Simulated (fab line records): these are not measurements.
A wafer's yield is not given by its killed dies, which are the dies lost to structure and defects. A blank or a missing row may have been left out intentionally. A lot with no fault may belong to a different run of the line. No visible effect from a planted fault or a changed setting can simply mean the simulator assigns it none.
Chamber matching ; flow n5Finfet ; 4 sister chambers for N5_HKMG_FIN_ALD_74 on aldHk-01
The step deposits La2O3, target thk 0.5 nm, pulse time 6 s, co reactant pulse time 1 s. 4 wafers are shown with their chamber, then 9 later ones without.

WAFERS, EACH WITH ITS CHAMBER
wafer;chamber;heaterPowerW (W)
L080.6;2;421
L091.2;1;351
L091.5;0;350
L091.6;3;417

WAFERS WITHOUT THEIR CHAMBER
wafer;heaterPowerW (W)
L092.4;412
L092.5;348
L092.6;420
L094.1;428
L094.4;423
L094.5;423
L096.3;411
L096.4;427
L096.6;364

WHICH CHAMBER EACH ONE RAN IN
wafer;from the rows above;in truth
L092.4;can't be placed: 3 or 2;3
L092.5;can't be placed: 0 or 1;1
L092.6;can't be placed: 2 or 3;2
L094.1;can't be placed: 2 or 3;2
L094.4;can't be placed: 2 or 3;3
L094.5;can't be placed: 2 or 3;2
L096.3;can't be placed: 3 or 2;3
L096.4;can't be placed: 2 or 3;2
L096.6;can't be placed: 1 or 0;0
0 of 9 placed correctly. Unplaceable from these rows: 9, with the true chamber sitting among the candidates in 9. 0 placed wrongly.
How it was worked out, from the rows above alone: a wafer's distance from a chamber is the root of the sum, over the readings, of the square of ((its reading less the chamber's mean) divided by the reading's scatter). The wafer belongs to the nearest chamber; if the next one is less than 2 further off, it can't be placed. The mean given for a chamber averages the wafers shown for that chamber. The scatter: with one shown wafer a chamber, the root of the mean of the squares of how far each hidden wafer lies from its nearest shown one.
